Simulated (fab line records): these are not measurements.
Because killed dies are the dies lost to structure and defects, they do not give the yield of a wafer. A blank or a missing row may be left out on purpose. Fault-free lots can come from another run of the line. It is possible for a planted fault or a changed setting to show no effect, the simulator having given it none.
Which tool is to blame? / flow nandHarc / 72 wafers from 24 lots sampled at 4 of the route's 1159 steps

## WHAT EACH GAUGE READ, for each wafer
NHARC_A_M0_OVL_MEAS_10: pitch 160 nm.
lot=L074; measured=day 17 09:16; on=overlay-02; overlayXNm (nm)=-0.3 -0.3 -0.6; overlayYNm (nm)=0.6 -0.3 0.8
lot=L077; measured=day 17 19:11; on=overlay-02; overlayXNm (nm)=0.2 -0.2 -0.5; overlayYNm (nm)=-0.2 -0.7 -0.4
lot=L075; measured=day 17 20:16; on=overlay-02; overlayXNm (nm)=0.4 0.2 0.1; overlayYNm (nm)=-1.3 -1.1 -1.1
lot=L079; measured=day 17 21:46; on=overlay-02; overlayXNm (nm)=0.8 0.2 0.8; overlayYNm (nm)=1.6 1.3 1.4
lot=L078; measured=day 18 01:02; on=overlay-02; overlayXNm (nm)=-1.1 -1.5 -1.3; overlayYNm (nm)=0.0 -0.5 -0.2
lot=L076; measured=day 18 02:38; on=overlay-02; overlayXNm (nm)=0.0 0.1 0.0; overlayYNm (nm)=2.1 1.7 2.1
lot=L080; measured=day 19 01:14; on=overlay-01; overlayXNm (nm)=-1.0 -1.2 -1.0; overlayYNm (nm)=1.4 1.7 1.3
lot=L082; measured=day 19 11:04; on=overlay-02; overlayXNm (nm)=-0.2 0.2 -0.5; overlayYNm (nm)=0.6 1.2 0.6
lot=L081; measured=day 19 14:11; on=overlay-02; overlayXNm (nm)=-0.6 -1.1 -1.2; overlayYNm (nm)=1.7 2.1 2.1
lot=L083; measured=day 20 00:12; on=overlay-01; overlayXNm (nm)=-0.3 -0.1 -0.3; overlayYNm (nm)=0.0 -0.2 -0.2
lot=L086; measured=day 20 07:13; on=overlay-02; overlayXNm (nm)=0.0 -0.6 -0.1; overlayYNm (nm)=0.8 1.0 1.1
lot=L084; measured=day 20 10:20; on=overlay-01; overlayXNm (nm)=-1.3 -1.0 -1.4; overlayYNm (nm)=-0.6 0.1 -0.8
lot=L085; measured=day 20 10:39; on=overlay-02; overlayXNm (nm)=-0.9 -0.9 -1.6; overlayYNm (nm)=-0.6 -0.1 0.3
lot=L089; measured=day 21 12:40; on=overlay-01; overlayXNm (nm)=0.5 0.3 0.6; overlayYNm (nm)=0.5 0.0 -0.1
lot=L087; measured=day 21 13:06; on=overlay-01; overlayXNm (nm)=-0.8 -0.8 -0.8; overlayYNm (nm)=0.3 -0.2 0.6
lot=L091; measured=day 21 14:37; on=overlay-02; overlayXNm (nm)=0.5 -0.5 0.2; overlayYNm (nm)=1.0 1.0 1.4
lot=L090; measured=day 21 19:21; on=overlay-01; overlayXNm (nm)=1.5 1.7 1.1; overlayYNm (nm)=-0.6 -0.5 0.1
lot=L088; measured=day 21 19:48; on=overlay-01; overlayXNm (nm)=0.8 0.7 1.2; overlayYNm (nm)=-0.6 -0.9 -0.7
lot=L093; measured=day 22 05:32; on=overlay-02; overlayXNm (nm)=1.3 1.1 1.4; overlayYNm (nm)=-0.3 -1.2 -0.8
lot=L095; measured=day 22 04:58; on=overlay-02; overlayXNm (nm)=-0.7 -1.0 -0.8; overlayYNm (nm)=-0.1 0.2 0.3
lot=L094; measured=day 22 05:58; on=overlay-02; overlayXNm (nm)=-0.2 -0.6 -0.1; overlayYNm (nm)=0.8 0.9 0.8
lot=L092; measured=day 22 16:43; on=overlay-01; overlayXNm (nm)=-1.4 -1.4 -1.2; overlayYNm (nm)=-0.6 -0.7 -1.4
lot=L097; measured=day 22 22:18; on=overlay-02; overlayXNm (nm)=0.2 0.1 0.9; overlayYNm (nm)=1.2 1.0 1.3
lot=L096; measured=day 23 07:44; on=overlay-02; overlayXNm (nm)=0.0 -0.2 -0.3; overlayYNm (nm)=-1.4 -1.9 -1.9

NHARC_A_M0_INSPECT_11.
lot=L074; measured=day 17 09:18; on=defectInspect-02; rawDefectCount=22 24 25
lot=L077; measured=day 17 19:13; on=defectInspect-02; rawDefectCount=12 10 12
lot=L075; measured=day 17 20:18; on=defectInspect-02; rawDefectCount=16 11 27
lot=L079; measured=day 17 21:48; on=defectInspect-02; rawDefectCount=7 18 7
lot=L078; measured=day 18 01:04; on=defectInspect-02; rawDefectCount=40 36 35
lot=L076; measured=day 18 02:41; on=defectInspect-01; rawDefectCount=38 30 55
lot=L080; measured=day 19 01:16; on=defectInspect-02; rawDefectCount=21 12 18
lot=L082; measured=day 19 11:07; on=defectInspect-02; rawDefectCount=43 36 56
lot=L081; measured=day 19 14:13; on=defectInspect-02; rawDefectCount=44 39 37
lot=L083; measured=day 20 00:14; on=defectInspect-02; rawDefectCount=39 39 39
lot=L086; measured=day 20 07:15; on=defectInspect-02; rawDefectCount=18 20 17
lot=L084; measured=day 20 10:22; on=defectInspect-02; rawDefectCount=43 37 36
lot=L085; measured=day 20 10:41; on=defectInspect-02; rawDefectCount=54 55 49
lot=L089; measured=day 21 12:42; on=defectInspect-01; rawDefectCount=37 26 43
lot=L087; measured=day 21 13:08; on=defectInspect-02; rawDefectCount=46 32 35
lot=L091; measured=day 21 14:39; on=defectInspect-01; rawDefectCount=43 45 40
lot=L090; measured=day 21 19:23; on=defectInspect-02; rawDefectCount=42 28 32
lot=L088; measured=day 21 19:50; on=defectInspect-02; rawDefectCount=30 36 32
lot=L093; measured=day 22 05:35; on=defectInspect-01; rawDefectCount=13 7 20
lot=L095; measured=day 22 05:00; on=defectInspect-02; rawDefectCount=55 82 63
lot=L094; measured=day 22 06:00; on=defectInspect-01; rawDefectCount=36 42 25
lot=L092; measured=day 22 16:46; on=defectInspect-02; rawDefectCount=35 33 33
lot=L097; measured=day 22 22:20; on=defectInspect-02; rawDefectCount=25 21 16
lot=L096; measured=day 23 07:47; on=defectInspect-01; rawDefectCount=44 38 50

## EACH LOT AND THE TOOL THAT RAN IT (in order: tool; ch and the chambers of the sampled wafers; start)
lot=L074; NHARC_A_CONTACT_ETCH_113=harCapEtch-01 ch 0,1, day 16 04:26; NHARC_A_CONTACT_ETCH_117=harCapEtch-01 ch 0,1, day 16 04:48
lot=L077; NHARC_A_CONTACT_ETCH_113=harCapEtch-03 ch 0,1, day 16 17:06; NHARC_A_CONTACT_ETCH_117=harCapEtch-03 ch 0,1, day 16 17:28
lot=L075; NHARC_A_CONTACT_ETCH_113=harCapEtch-01 ch 0,1, day 16 17:21; NHARC_A_CONTACT_ETCH_117=harCapEtch-01 ch 0,1, day 16 17:43
lot=L079; NHARC_A_CONTACT_ETCH_113=harCapEtch-03 ch 0,1, day 16 21:12; NHARC_A_CONTACT_ETCH_117=harCapEtch-03 ch 0,1, day 16 21:34
lot=L078; NHARC_A_CONTACT_ETCH_113=harCapEtch-01 ch 0,1, day 16 21:38; NHARC_A_CONTACT_ETCH_117=harCapEtch-01 ch 0,1, day 16 22:01
lot=L076; NHARC_A_CONTACT_ETCH_113=harCapEtch-03 ch 0,1, day 17 00:26; NHARC_A_CONTACT_ETCH_117=harCapEtch-03 ch 0,1, day 17 00:47
lot=L080; NHARC_A_CONTACT_ETCH_113=harCapEtch-02 ch 0,1, day 17 23:53; NHARC_A_CONTACT_ETCH_117=harCapEtch-02 ch 0,1, day 18 00:14
lot=L082; NHARC_A_CONTACT_ETCH_113=harCapEtch-01 ch 0,1, day 18 10:02; NHARC_A_CONTACT_ETCH_117=harCapEtch-01 ch 0,1, day 18 10:24
lot=L081; NHARC_A_CONTACT_ETCH_113=harCapEtch-02 ch 0,1, day 18 13:14; NHARC_A_CONTACT_ETCH_117=harCapEtch-02 ch 0,1, day 18 13:36
lot=L083; NHARC_A_CONTACT_ETCH_113=harCapEtch-03 ch 0,1, day 18 16:08; NHARC_A_CONTACT_ETCH_117=harCapEtch-03 ch 0,1, day 18 16:30
lot=L086; NHARC_A_CONTACT_ETCH_113=harCapEtch-03 ch 0,1, day 18 22:25; NHARC_A_CONTACT_ETCH_117=harCapEtch-03 ch 0,1, day 18 22:46
lot=L084; NHARC_A_CONTACT_ETCH_113=harCapEtch-02 ch 0,1, day 18 23:14; NHARC_A_CONTACT_ETCH_117=harCapEtch-02 ch 0,1, day 18 23:36
lot=L085; NHARC_A_CONTACT_ETCH_113=harCapEtch-01 ch 1, day 19 06:53; NHARC_A_CONTACT_ETCH_117=harCapEtch-01 ch 1, day 19 07:15
lot=L089; NHARC_A_CONTACT_ETCH_113=harCapEtch-01 ch 0,1, day 20 04:13; NHARC_A_CONTACT_ETCH_117=harCapEtch-01 ch 0,1, day 20 04:35
lot=L087; NHARC_A_CONTACT_ETCH_113=harCapEtch-02 ch 1, day 20 06:16; NHARC_A_CONTACT_ETCH_117=harCapEtch-02 ch 1, day 20 06:38
lot=L091; NHARC_A_CONTACT_ETCH_113=harCapEtch-03 ch 0,1, day 20 10:26; NHARC_A_CONTACT_ETCH_117=harCapEtch-03 ch 0,1, day 20 10:48
lot=L090; NHARC_A_CONTACT_ETCH_113=harCapEtch-01 ch 0,1, day 20 12:35; NHARC_A_CONTACT_ETCH_117=harCapEtch-01 ch 0,1, day 20 12:57
lot=L088; NHARC_A_CONTACT_ETCH_113=harCapEtch-01 ch 0,1, day 20 16:27; NHARC_A_CONTACT_ETCH_117=harCapEtch-01 ch 0,1, day 20 16:49
lot=L093; NHARC_A_CONTACT_ETCH_113=harCapEtch-01 ch 0,1, day 20 20:09; NHARC_A_CONTACT_ETCH_117=harCapEtch-01 ch 0,1, day 20 20:31
lot=L095; NHARC_A_CONTACT_ETCH_113=harCapEtch-02 ch 0,1, day 20 21:36; NHARC_A_CONTACT_ETCH_117=harCapEtch-02 ch 0,1, day 20 21:58
lot=L094; NHARC_A_CONTACT_ETCH_113=harCapEtch-03 ch 0,1, day 21 03:26; NHARC_A_CONTACT_ETCH_117=harCapEtch-03 ch 0,1, day 21 03:48
lot=L092; NHARC_A_CONTACT_ETCH_113=harCapEtch-01 ch 0,1, day 21 17:57; NHARC_A_CONTACT_ETCH_117=harCapEtch-01 ch 0,1, day 21 18:19
lot=L097; NHARC_A_CONTACT_ETCH_113=harCapEtch-02 ch 0,1, day 21 23:58; NHARC_A_CONTACT_ETCH_117=harCapEtch-02 ch 0,1, day 22 00:20
lot=L096; NHARC_A_CONTACT_ETCH_113=harCapEtch-01 ch 0,1, day 22 00:50; NHARC_A_CONTACT_ETCH_117=harCapEtch-01 ch 0,1, day 22 01:12
- NHARC_A_CONTACT_ETCH_113: etches the open film in C4F8/O2/Ar, time 94 s, target depth 922 nm.
- NHARC_A_CONTACT_ETCH_117: etches the open film in C4F8/O2/Ar, time 94 s, target depth 922 nm.

## WHAT THE TOOLS THEMSELVES READ (means of the sampled wafers that have a number; where no wafer has one, the mark that the record gives instead)
NHARC_A_CONTACT_ETCH_113.
lot=L074; tool=harCapEtch-01; oesAirLineAu (a.u.)=0.990
lot=L077; tool=harCapEtch-03; oesAirLineAu (a.u.)=1.006
lot=L075; tool=harCapEtch-01; oesAirLineAu (a.u.)=0.975
lot=L079; tool=harCapEtch-03; oesAirLineAu (a.u.)=0.999
lot=L078; tool=harCapEtch-01; oesAirLineAu (a.u.)=1.002
lot=L076; tool=harCapEtch-03; oesAirLineAu (a.u.)=1.006
lot=L080; tool=harCapEtch-02; oesAirLineAu (a.u.)=0.970
lot=L082; tool=harCapEtch-01; oesAirLineAu (a.u.)=1.034
lot=L081; tool=harCapEtch-02; oesAirLineAu (a.u.)=1.007
lot=L083; tool=harCapEtch-03; oesAirLineAu (a.u.)=1.021
lot=L086; tool=harCapEtch-03; oesAirLineAu (a.u.)=1.000
lot=L084; tool=harCapEtch-02; oesAirLineAu (a.u.)=1.003
lot=L085; tool=harCapEtch-01; oesAirLineAu (a.u.)=1.017
lot=L089; tool=harCapEtch-01; oesAirLineAu (a.u.)=1.008
lot=L087; tool=harCapEtch-02; oesAirLineAu (a.u.)=0.993
lot=L091; tool=harCapEtch-03; oesAirLineAu (a.u.)=1.004
lot=L090; tool=harCapEtch-01; oesAirLineAu (a.u.)=0.996
lot=L088; tool=harCapEtch-01; oesAirLineAu (a.u.)=0.982
lot=L093; tool=harCapEtch-01; oesAirLineAu (a.u.)=1.003
lot=L095; tool=harCapEtch-02; oesAirLineAu (a.u.)=0.991
lot=L094; tool=harCapEtch-03; oesAirLineAu (a.u.)=0.987
lot=L092; tool=harCapEtch-01; oesAirLineAu (a.u.)=0.985
lot=L097; tool=harCapEtch-02; oesAirLineAu (a.u.)=1.014
lot=L096; tool=harCapEtch-01; oesAirLineAu (a.u.)=1.010

NHARC_A_CONTACT_ETCH_117.
lot=L074; tool=harCapEtch-01; oesAirLineAu (a.u.)=0.986
lot=L077; tool=harCapEtch-03; oesAirLineAu (a.u.)=0.992
lot=L075; tool=harCapEtch-01; oesAirLineAu (a.u.)=1.006
lot=L079; tool=harCapEtch-03; oesAirLineAu (a.u.)=0.990
lot=L078; tool=harCapEtch-01; oesAirLineAu (a.u.)=1.011
lot=L076; tool=harCapEtch-03; oesAirLineAu (a.u.)=0.999
lot=L080; tool=harCapEtch-02; oesAirLineAu (a.u.)=1.000
lot=L082; tool=harCapEtch-01; oesAirLineAu (a.u.)=0.995
lot=L081; tool=harCapEtch-02; oesAirLineAu (a.u.)=1.010
lot=L083; tool=harCapEtch-03; oesAirLineAu (a.u.)=1.021
lot=L086; tool=harCapEtch-03; oesAirLineAu (a.u.)=1.009
lot=L084; tool=harCapEtch-02; oesAirLineAu (a.u.)=1.005
lot=L085; tool=harCapEtch-01; oesAirLineAu (a.u.)=0.980
lot=L089; tool=harCapEtch-01; oesAirLineAu (a.u.)=0.985
lot=L087; tool=harCapEtch-02; oesAirLineAu (a.u.)=1.000
lot=L091; tool=harCapEtch-03; oesAirLineAu (a.u.)=0.991
lot=L090; tool=harCapEtch-01; oesAirLineAu (a.u.)=1.026
lot=L088; tool=harCapEtch-01; oesAirLineAu (a.u.)=0.993
lot=L093; tool=harCapEtch-01; oesAirLineAu (a.u.)=0.988
lot=L095; tool=harCapEtch-02; oesAirLineAu (a.u.)=0.980
lot=L094; tool=harCapEtch-03; oesAirLineAu (a.u.)=1.003
lot=L092; tool=harCapEtch-01; oesAirLineAu (a.u.)=0.992
lot=L097; tool=harCapEtch-02; oesAirLineAu (a.u.)=0.987
lot=L096; tool=harCapEtch-01; oesAirLineAu (a.u.)=1.016

## THE ANSWER, worked out from the rows above alone
Rule: what is usual is taken from the lots themselves. The widest of any qualifying gaps counts: lots, ordered by their means at a reading, are off when they make up no more than a third of the lots, leave a main group of 4 or more, and stand apart from it by 3 or more times the standard deviation of that group's means. The tables above print the reading to a certain number of digits; a main group whose means all agree to those digits is not used. Also off: a lot with no number at a reading for which 4 or more lots have one. All remaining lots with rows at the step are treated as sound. First the gauges in route order, then the tools' own readings, where a lot's mean is used as printed above. At the first step where some lot is off, the reading lying furthest off is the one used; lots without a number count as furthest.
None of the lots is off at any reading shown; this tells nothing.

## WHAT HAD BEEN PUT IN BY THE SIMULATOR
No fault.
